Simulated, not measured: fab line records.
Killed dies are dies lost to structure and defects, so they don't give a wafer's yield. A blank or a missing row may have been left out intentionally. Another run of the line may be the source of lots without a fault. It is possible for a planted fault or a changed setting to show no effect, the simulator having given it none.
Code-filled problem report in 8D (eight disciplines) form || flow nand_harc || the parts of the form that need people (team, actions taken, sign-off) are left out

== 1. THE ISSUE ==
Wafers without a fault read 90.3 nm, standard deviation 0.7; cd_nm at NHARC_P_CONTACT_CD_MEAS_12 reads a mean of 83.5 nm on 6 wafers belonging to 2 lots. Relative to the usual mean, that is a shift of -9.7 standard deviations.
The step: target cd 90 nm.
Earliest sighting: wafer L991.2 on cd_sem-02 at day 13 06:58. At this step, 33 wafers from 11 lots have a number in the record. The rule behind "out" and "out of limits": a value lying over 4 standard deviations away from the usual mean. The rest of the wafers with a number are treated as sound.

== 2. WHAT IT IS; WHAT IT IS NOT ==
{"question": "which readings at this step", "is": "cd_nm", "is not": "-"}
{"question": "which lots", "is": "L991, L992", "is not": "L975, L978, L979, L980, L981, L984, L985, L995, L996"}
{"question": "which wafers of those lots", "is": "all that have a number", "is not": "-"}
{"question": "read on which gauges", "is": "cd_sem-02", "is not": "cd_sem-01, cd_sem-03"}
{"question": "when", "is": "from day 13 06:58", "is not": "up to then (21 sound wafers); but 6 sound wafers of L995, L996 came after"}

== 3. SUSPECTS, AND WHAT RULES EACH OUT ==
Counting: a tool at any process step up to the reading remains a suspect when it ran all the lots that are out and ran no sound lot after the first of those.
- ruled out: the gauge at NHARC_P_CONTACT_CD_MEAS_12. All the wafers that are out were read on cd_sem-02, but those of them that NHARC_P_CONTACT_PEB_10 has rows for are out there too, on other tools.
- rtp_anneal-02 at NHARC_P_GATE_RTA_80 (time 30 s): ruled out as a lasting fault. Following L991 (day 13 04:35), the first lot on it that is out, the sound lots L996 were run on it.
- litho_track-01 at NHARC_P_CONTACT_PEB_10 (peb time 65 s): kept. Every lot that is out went through it, starting with L991 (day 13 06:53), and after that it ran no sound lot; the last sound lot it ran before then is L985 (day 10 14:59). Its own readings are out on those wafers: heater_power_total_W, plate_temp_C.
Remaining after the count: litho_track-01 at NHARC_P_CONTACT_PEB_10.

== 4. THE CAUSE (what the simulator had put in) ==
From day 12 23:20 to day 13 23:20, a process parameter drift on litho_track-01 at NHARC_P_CONTACT_PEB_10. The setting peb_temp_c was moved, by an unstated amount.
After counting, this tool was the only one left.

== 5. THE EFFECT CHAIN, in route order ==
Each row: a reading where the mean over the struck wafers with a number is more than 3 standard deviations away from the usual. Scope: only readings with a usual standard deviation given in the record; hours: median across lots of the time from each lot's start at the first step in this table that gives one to its start at this step; sigmas: change in usual standard deviations.
{"hours": 0, "step": "NHARC_P_CONTACT_PEB_10", "reading": "heater_power_total_W", "usual": "156.7 W", "on struck wafers": 153.2, "change": -3.5, "sigmas": -8.9}
{"hours": 0, "step": "NHARC_P_CONTACT_PEB_10", "reading": "plate_temp_C", "usual": "100.03 C", "on struck wafers": 98.41, "change": -1.62, "sigmas": -12}
{"hours": 0, "step": "NHARC_P_CONTACT_CD_MEAS_12", "reading": "cd_nm", "usual": "90.3 nm", "on struck wafers": 83.5, "change": -6.8, "sigmas": -9.7}
{"hours": 1, "step": "NHARC_P_CONTACT_CD_MEAS_19", "reading": "cd_nm", "usual": "89.1 nm", "on struck wafers": 81.9, "change": -7.2, "sigmas": -4.2}
It contains these process steps:
- NHARC_P_CONTACT_PEB_10: peb time 65 s.
Later steps that measure or inspect, where all struck wafers having a row at the step show a number for every such reading and not one has moved that far: NHARC_END_SORT_01.

== 6. HOW IT WOULD HAVE BEEN CAUGHT EARLIER ==
8 hours passed between the start of the fault at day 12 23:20 and the first reading out of limits at a measuring or inspecting step in this record, taken at day 13 06:58.
Tool's own readings at NHARC_P_CONTACT_PEB_10, heater_power_total_W, plate_temp_C: out on all struck wafers the step has rows for; an alarm limit on them would have tripped on the first.
Among the 2 lots that are out, L992 began NHARC_P_CONTACT_PEB_10 on litho_track-01 after day 13 06:58. It would have been spared by a hold on the tool at that moment.
